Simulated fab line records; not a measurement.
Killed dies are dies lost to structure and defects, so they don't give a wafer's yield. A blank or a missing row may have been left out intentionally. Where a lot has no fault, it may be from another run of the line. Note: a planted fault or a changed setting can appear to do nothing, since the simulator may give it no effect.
Chamber matching + flow n5_finfet + N5_FIN_CUT_CUT_ETCH_26 on rie_diel-04 has 4 sister chambers
The step etches SiNx in CH3F/O2, target depth 39 nm, time 55.7 s. 27 wafers are shown with their chamber, then 12 later ones without.

== WAFERS WITH THEIR CHAMBER ==
| wafer  | chamber | showerhead_plenum_p_Torr (Torr) | throttle_valve_pct (%) | rf_vpp_V (V) |
|--------|---------|---------------------------------|------------------------|--------------|
| L076.3 | 2       | 2.10                            | 16.78                  | 315          |
| L076.4 | 1       | 2.10                            | 16.17                  | 297          |
| L076.5 | 3       | 1.87                            | 16.06                  | 292          |
| L078.2 | 0       | 1.92                            | 16.09                  | 295          |
| L078.4 | 2       | 2.09                            | 16.78                  | 315          |
| L078.5 | 0       | 1.92                            | 16.08                  | 295          |
| L080.2 | 2       | 2.09                            | 16.77                  | 315          |
| L080.4 | 3       | 1.87                            | 16.06                  | 293          |
| L080.5 | 3       | 1.87                            | 16.07                  | 292          |
| L084.1 | 3       | 1.87                            | 16.08                  | 292          |
| L084.4 | 0       | 1.92                            | 16.10                  | 293          |
| L084.6 | 3       | 1.87                            | 16.09                  | 290          |
| L085.1 | 2       | 2.09                            | 16.81                  | 315          |
| L085.2 | 3       | 1.87                            | 16.08                  | 293          |
| L085.3 | 0       | 1.92                            | 16.12                  | 294          |
| L086.3 | 0       | 1.92                            | 16.11                  | 295          |
| L086.4 | 2       | 2.09                            | 16.81                  | 314          |
| L086.6 | 2       | 2.09                            | 16.80                  | 315          |
| L087.2 | 0       | 1.91                            | 16.10                  | 294          |
| L087.3 | 3       | 1.87                            | 16.08                  | 294          |
| L087.4 | 1       | 2.09                            | 16.22                  | 298          |
| L089.2 | 1       | 2.09                            | 16.23                  | 298          |
| L089.4 | 0       | 1.91                            | 16.12                  | 294          |
| L089.5 | 2       | 2.09                            | 16.82                  | 314          |
| L090.1 | 1       | 2.09                            | 16.22                  | 297          |
| L090.2 | 0       | 1.91                            | 16.12                  | 294          |
| L090.3 | 2       | 2.09                            | 16.81                  | 313          |

SIGNATURES (means of the wafers above)
| reading                  | chamber 0 | chamber 1 | chamber 2 | chamber 3 | scatter within a chamber |
|--------------------------|-----------|-----------|-----------|-----------|--------------------------|
| showerhead_plenum_p_Torr | 1.9163    | 2.0925    | 2.0913    | 1.8700    | 0.0039                   |
| throttle_valve_pct       | 16.1050   | 16.2100   | 16.7975   | 16.0743   | 0.0173                   |
| rf_vpp_V                 | 294.25    | 297.50    | 314.50    | 292.29    | 0.883                    |
Rule: for a wafer and a chamber, the distance is found by dividing, reading by reading, the gap between the wafer's reading and the chamber's mean by the reading's scatter, squaring, summing and taking the root. If the next closest chamber is less than 2 further off than the closest, the wafer can't be placed; otherwise it belongs to the closest. The scatter: the root of (the sum of the squares of (reading less its chamber's mean) over the shown wafers, divided by (wafers less chambers)).

== WAFERS WHOSE CHAMBER IS MISSING ==
| wafer  | showerhead_plenum_p_Torr (Torr) | throttle_valve_pct (%) | rf_vpp_V (V) |
|--------|---------------------------------|------------------------|--------------|
| L092.1 | 2.09                            | 16.24                  | 296          |
| L092.3 | 1.87                            | 16.10                  | 292          |
| L092.4 | 1.91                            | 16.14                  | 294          |
| L093.2 | 1.87                            | 16.11                  | 291          |
| L093.4 | 2.08                            | 16.83                  | 314          |
| L093.6 | 2.08                            | 16.82                  | 314          |
| L094.2 | 2.08                            | 16.81                  | 314          |
| L094.3 | 1.91                            | 16.12                  | 294          |
| L094.5 | 2.09                            | 16.25                  | 297          |
| L097.2 | 1.86                            | 16.11                  | 292          |
| L097.5 | 1.86                            | 16.13                  | 292          |
| L097.6 | 1.91                            | 16.16                  | 294          |

== EACH ONE'S CHAMBER ==
| wafer  | from the rows above | in truth |
|--------|---------------------|----------|
| L092.1 | 1                   | 1        |
| L092.3 | 3                   | 3        |
| L092.4 | 0                   | 0        |
| L093.2 | 3                   | 3        |
| L093.4 | 2                   | 2        |
| L093.6 | 2                   | 2        |
| L094.2 | 2                   | 2        |
| L094.3 | 0                   | 0        |
| L094.5 | 1                   | 1        |
| L097.2 | 3                   | 3        |
| L097.5 | 3                   | 3        |
| L097.6 | 0                   | 0        |
Placed correctly: 12 of 12. Number that these rows cannot place: 0. Number placed wrongly: 0.
